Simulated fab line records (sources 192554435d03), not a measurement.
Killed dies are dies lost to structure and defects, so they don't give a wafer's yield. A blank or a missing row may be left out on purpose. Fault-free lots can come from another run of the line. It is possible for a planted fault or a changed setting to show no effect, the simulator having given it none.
Matching of chambers :: flow n5 finfet :: N5_BEOL_M7_ILD_DEP_00 on pecvd-04: 3 sister chambers
The step deposits SiCOH lowk from DEMS/porogen, target thk 179.75 nm, time 33.4 s. 20 wafers are shown with their chamber, then 10 later ones without.

WAFERS WITH THEIR CHAMBER
wafer: L074.3
chamber: 2
throttle valve pct (%): 13.8
heater power w (W): 284
showerhead plenum p Torr (Torr): 5.749

wafer: L074.5
chamber: 1
throttle valve pct (%): 14.4
heater power w (W): 380
showerhead plenum p Torr (Torr): 5.717

wafer: L074.6
chamber: 0
throttle valve pct (%): 15.1
heater power w (W): 336
showerhead plenum p Torr (Torr): 5.745

wafer: L075.2
chamber: 2
throttle valve pct (%): 13.9
heater power w (W): 287
showerhead plenum p Torr (Torr): 5.743

wafer: L075.5
chamber: 2
throttle valve pct (%): 13.8
heater power w (W): 303
showerhead plenum p Torr (Torr): 5.750

wafer: L075.6
chamber: 1
throttle valve pct (%): 14.6
heater power w (W): 441
showerhead plenum p Torr (Torr): 5.723

wafer: L077.2
chamber: 1
throttle valve pct (%): 14.5
heater power w (W): 387
showerhead plenum p Torr (Torr): 5.743

wafer: L077.3
chamber: 0
throttle valve pct (%): 15.2
heater power w (W): 351
showerhead plenum p Torr (Torr): 5.741

wafer: L077.4
chamber: 0
throttle valve pct (%): 15.2
heater power w (W): 356
showerhead plenum p Torr (Torr): 5.748

wafer: L079.1
chamber: 1
throttle valve pct (%): 14.5
heater power w (W): 422
showerhead plenum p Torr (Torr): 5.718

wafer: L079.4
chamber: 0
throttle valve pct (%): 15.2
heater power w (W): 328
showerhead plenum p Torr (Torr): 5.774

wafer: L079.6
chamber: 2
throttle valve pct (%): 14.1
heater power w (W): 328
showerhead plenum p Torr (Torr): 5.745

wafer: L080.1
chamber: 1
throttle valve pct (%): 14.5
heater power w (W): 396
showerhead plenum p Torr (Torr): 5.734

wafer: L080.2
chamber: 0
throttle valve pct (%): 15.4
heater power w (W): 329
showerhead plenum p Torr (Torr): 5.763

wafer: L080.3
chamber: 2
throttle valve pct (%): 13.6
heater power w (W): 284
showerhead plenum p Torr (Torr): 5.744

wafer: L086.2
chamber: 0
throttle valve pct (%): 15.2
heater power w (W): 292
showerhead plenum p Torr (Torr): 5.764

wafer: L086.4
chamber: 0
throttle valve pct (%): 15.2
heater power w (W): 290
showerhead plenum p Torr (Torr): 5.757

wafer: L086.6
chamber: 0
throttle valve pct (%): 15.0
heater power w (W): 302
showerhead plenum p Torr (Torr): 5.750

wafer: L087.1
chamber: 1
throttle valve pct (%): 14.3
heater power w (W): 427
showerhead plenum p Torr (Torr): 5.722

wafer: L087.2
chamber: 0
throttle valve pct (%): 15.0
heater power w (W): 308
showerhead plenum p Torr (Torr): 5.772

SIGNATURES (averages over the wafers above)
reading: throttle valve pct
chamber 0: 15.167
chamber 1: 14.467
chamber 2: 13.840
scatter within a chamber: 0.134

reading: heater power w
chamber 0: 321.33
chamber 1: 408.83
chamber 2: 297.20
scatter within a chamber: 23.3

reading: showerhead plenum p Torr
chamber 0: 5.75711
chamber 1: 5.72617
chamber 2: 5.74620
scatter within a chamber: 0.00997
Rule: a wafer lies at a distance from a chamber equal to the root of the sum of squares, over the readings, of (its reading less the chamber's mean, divided by the reading's scatter). The wafer belongs to the nearest chamber; if the next one is less than 2 further off, it can't be placed. The scatter: the root of (the sum of the squares of (reading less its chamber's mean) over the shown wafers, divided by (wafers less chambers)).

WAFERS WITHOUT THEIR CHAMBER
wafer: L087.3
throttle valve pct (%): 15.2
heater power w (W): 325
showerhead plenum p Torr (Torr): 5.755

wafer: L091.3
throttle valve pct (%): 15.1
heater power w (W): 347
showerhead plenum p Torr (Torr): 5.772

wafer: L091.4
throttle valve pct (%): 15.2
heater power w (W): 344
showerhead plenum p Torr (Torr): 5.759

wafer: L091.6
throttle valve pct (%): 14.6
heater power w (W): 430
showerhead plenum p Torr (Torr): 5.722

wafer: L092.2
throttle valve pct (%): 13.2
heater power w (W): 304
showerhead plenum p Torr (Torr): 5.749

wafer: L092.4
throttle valve pct (%): 15.0
heater power w (W): 348
showerhead plenum p Torr (Torr): 5.756

wafer: L092.6
throttle valve pct (%): 13.5
heater power w (W): 317
showerhead plenum p Torr (Torr): 5.758

wafer: L095.3
throttle valve pct (%): 13.4
heater power w (W): 329
showerhead plenum p Torr (Torr): 5.736

wafer: L095.5
throttle valve pct (%): 13.1
heater power w (W): 324
showerhead plenum p Torr (Torr): 5.737

wafer: L095.6
throttle valve pct (%): 15.1
heater power w (W): 337
showerhead plenum p Torr (Torr): 5.768

THE CHAMBER EACH PASSED THROUGH
wafer: L087.3
from the rows above: 0
in truth: 0

wafer: L091.3
from the rows above: 0
in truth: 0

wafer: L091.4
from the rows above: 0
in truth: 0

wafer: L091.6
from the rows above: 1
in truth: 1

wafer: L092.2
from the rows above: 2
in truth: 2

wafer: L092.4
from the rows above: 0
in truth: 0

wafer: L092.6
from the rows above: 2
in truth: 2

wafer: L095.3
from the rows above: 2
in truth: 2

wafer: L095.5
from the rows above: 2
in truth: 2

wafer: L095.6
from the rows above: 0
in truth: 0
Placed correctly: 10 of 10. Not placeable from these rows: 0. Number placed wrongly: 0.
